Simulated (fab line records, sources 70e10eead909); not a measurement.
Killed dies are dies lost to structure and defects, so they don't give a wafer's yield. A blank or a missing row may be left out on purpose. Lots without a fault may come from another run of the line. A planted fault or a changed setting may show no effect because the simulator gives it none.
Chamber matching | flow nand_harc | NHARC_A_WL_FILL_ALD_19 on ald_metal-01: 4 sister chambers
The step deposits TiN, target thk 2 nm, pulse time 3 s, ald cycles 100. 4 wafers are shown with their chamber, then 11 later ones without.

WAFERS WITH THEIR CHAMBER
wafer  | chamber | heater_power_w (W)
L081.5 | 0       | 1053
L088.5 | 1       | 1092
L088.6 | 2       | 1051
L091.2 | 3       | 1005

WAFERS WITHOUT THEIR CHAMBER
wafer  | heater_power_w (W)
L091.3 | 1058
L091.6 | 1030
L093.3 | 1072
L093.5 | 1105
L093.6 | 1030
L095.1 | 1098
L095.4 | 1005
L095.5 | 1016
L097.1 | 1054
L097.3 | 967
L097.4 | 1084

WHICH CHAMBER EACH WENT THROUGH
wafer  | from the rows above          | in truth
L091.3 | can't be placed: 0 or 2 or 1 | 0
L091.6 | can't be placed: 2 or 0 or 3 | 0
L093.3 | can't be placed: 0 or 1 or 2 | 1
L093.5 | 1                            | 1
L093.6 | can't be placed: 2 or 0 or 3 | 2
L095.1 | 1                            | 1
L095.4 | 3                            | 3
L095.5 | can't be placed: 3 or 2 or 0 | 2
L097.1 | can't be placed: 0 or 2      | 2
L097.3 | 3                            | 3
L097.4 | can't be placed: 1 or 0 or 2 | 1
Placed correctly: 4 of 11. Can't be placed from these rows: 7 (the true chamber is among the candidates in 7). Placed wrongly: 0.
How it was worked out, from the rows above alone: a wafer's distance from a chamber is the root of the sum, over the readings, of the square of ((its reading less the chamber's mean) divided by the reading's scatter). The wafer belongs to the nearest chamber; if the next one is less than 2 further off, it can't be placed. A chamber's mean is the mean of its shown wafers. The scatter: with one shown wafer a chamber, the root of the mean of the squares of how far each hidden wafer lies from its nearest shown one.
